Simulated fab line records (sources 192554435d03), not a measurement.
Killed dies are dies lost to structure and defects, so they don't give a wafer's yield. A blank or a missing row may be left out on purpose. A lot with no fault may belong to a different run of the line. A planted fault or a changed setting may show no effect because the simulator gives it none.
Lot-split experiment + flow n5Finfet + 7 lots, 21 wafers read, on a route of 1938 steps

== ABOUT THE SPLIT ==
At N5_PASSIVATION_PASS_ETCH_47 (etches SiNx in CF4/O2, target depth 770 nm, time 385 s), the setting sourceW was moved away from the recipe's 535 W on 9 of the 21 wafers read, by -16.3% to +17.3%. All remaining wafers had this setting at the recipe value.

The reading comes from the split's own step.

== THE READING ==
rfVppV, in V, at N5_PASSIVATION_PASS_ETCH_47 (etches SiNx in CF4/O2, target depth 770 nm, time 385 s). A value of 241.0 V with a standard deviation of 2.5 V is what fault-free wafers of this fab line usually give.

| wafer  | tool, chamber at the split | sourceW as run, W | against the recipe | rfVppV, V | against lot-mates on the recipe |
|--------|----------------------------|-------------------|--------------------|-----------|---------------------------------|
| L077.3 | rieDiel-04, 3              | 600.4             | +12.2%             | 226.5     | -14.4                           |
| L077.5 | rieDiel-04, 1              | 535               | recipe             | 240.9     | -                               |
| L077.6 | rieDiel-04, 0              | 600.4             | +12.2%             | 230.0     | -10.9                           |
| L078.4 | rieDiel-04, 1              | 535               | recipe             | 240.3     | -                               |
| L078.5 | rieDiel-04, 0              | 535               | recipe             | 242.7     | -                               |
| L078.6 | rieDiel-04, 1              | 627.5             | +17.3%             | 221.2     | -20.3                           |
| L076.3 | rieDiel-02, 2              | 535               | recipe             | 243.2     | -                               |
| L076.4 | rieDiel-02, 0              | 535               | recipe             | 243.4     | -                               |
| L076.6 | rieDiel-02, 3              | 535               | recipe             | 240.2     | -                               |
| L083.3 | rieDiel-04, 0              | 535               | recipe             | 242.9     | -                               |
| L083.5 | rieDiel-04, 1              | 448               | -16.3%             | 264.8     | +21.9                           |
| L083.6 | rieDiel-04, 2              | 448               | -16.3%             | 260.8     | +17.9                           |
| L090.3 | rieDiel-04, 0              | 535               | recipe             | 243.2     | -                               |
| L090.4 | rieDiel-04, 3              | 576.5             | +7.8%              | 231.0     | -9.1                            |
| L090.6 | rieDiel-04, 2              | 535               | recipe             | 237.0     | -                               |
| L094.2 | rieDiel-02, 1              | 535               | recipe             | 239.5     | -                               |
| L094.3 | rieDiel-02, 3              | 450.1             | -15.9%             | 260.7     | +21.2                           |
| L094.4 | rieDiel-02, 2              | 450.1             | -15.9%             | 267.7     | +28.2                           |
| L082.2 | rieDiel-04, 3              | 474.5             | -11.3%             | 255.3     | +13.7                           |
| L082.4 | rieDiel-04, 0              | 535               | recipe             | 243.3     | -                               |
| L082.6 | rieDiel-04, 1              | 535               | recipe             | 239.9     | -                               |

THE FIT
A straight line over all 21 wafers: rfVppV changes by -1.27 V for each +1% of sourceW; r = -0.98; the points scatter about the line by 2.4 V.
The same after taking each lot's own level away (the mean of its wafers on the recipe; 21 wafers): -1.26 V for each +1%; r = -0.98; scatter 2.6 V.
On that fit, the largest move of sourceW shifts the reading by 22 V.
The lots' own levels span 239.50 to 242.90 V, that is 1.4 times the standard deviation above.
The two slopes agree, so the slope changes little with the lot-to-lot level.
Check: for one of the wafers moved furthest among these (+17.3%), held out of the fit, the line's prediction against its lot-mates is -21.4 V. It came out at -20.3 V against them.
Tool readings at the split's step, against how far the setting was moved: rfVppV r = -0.98.

== THESE WAFERS: OTHER SPLITS ==
Before the reading, these wafers also passed through other splits. Each is held against what the fit with the lots' levels taken away leaves over:
| other split on the same wafers   | wafers away from the commonest value | r with rfVppV (lot level and that fit taken away) |
|----------------------------------|--------------------------------------|---------------------------------------------------|
| N5_BEOL_M13_ETCH_59 timeS        | 6                                    | -0.15                                             |
| N5_BEOL_M15_COAT_04 spinRpm      | 5                                    | +0.40                                             |
| N5_BEOL_M15_ETCH_59 timeS        | 5                                    | -0.07                                             |
| N5_BEOL_M15_EXPOSE_25 doseMj     | 5                                    | +0.02                                             |
| N5_BEOL_M15_PEB_26 pebTimeS      | 7                                    | +0.09                                             |
| N5_MIM_BOT_LITHO_PEB_06 pebTimeS | as run: not given for these wafers   | -                                                 |
| N5_PASSIVATION_EXPOSE_41 doseMj  | 12                                   | -0.22                                             |

== THE WHOLE CHAIN: every reading that the file lists as answering this split, in the file's order ==
| step                        | what it does                                           | reading                                                       | change (the file's fit)              | r (the file's) |
|-----------------------------|--------------------------------------------------------|---------------------------------------------------------------|--------------------------------------|----------------|
| N5_PASSIVATION_PASS_ETCH_47 | etches SiNx in CF4/O2, target depth 770 nm, time 385 s | rfVppV                                                        | -1.26 V for each +1% of the setting  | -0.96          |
| N5_PASSIVATION_PASS_ETCH_47 | etches SiNx in CF4/O2, target depth 770 nm, time 385 s | etch.depthNm (the simulator's own value, which no gauge read) | +7.14 nm for each +1% of the setting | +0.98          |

== THE FILE'S OWN FIT ==
rfVppV changes by -1.26 V for each +1% of sourceW, r = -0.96.
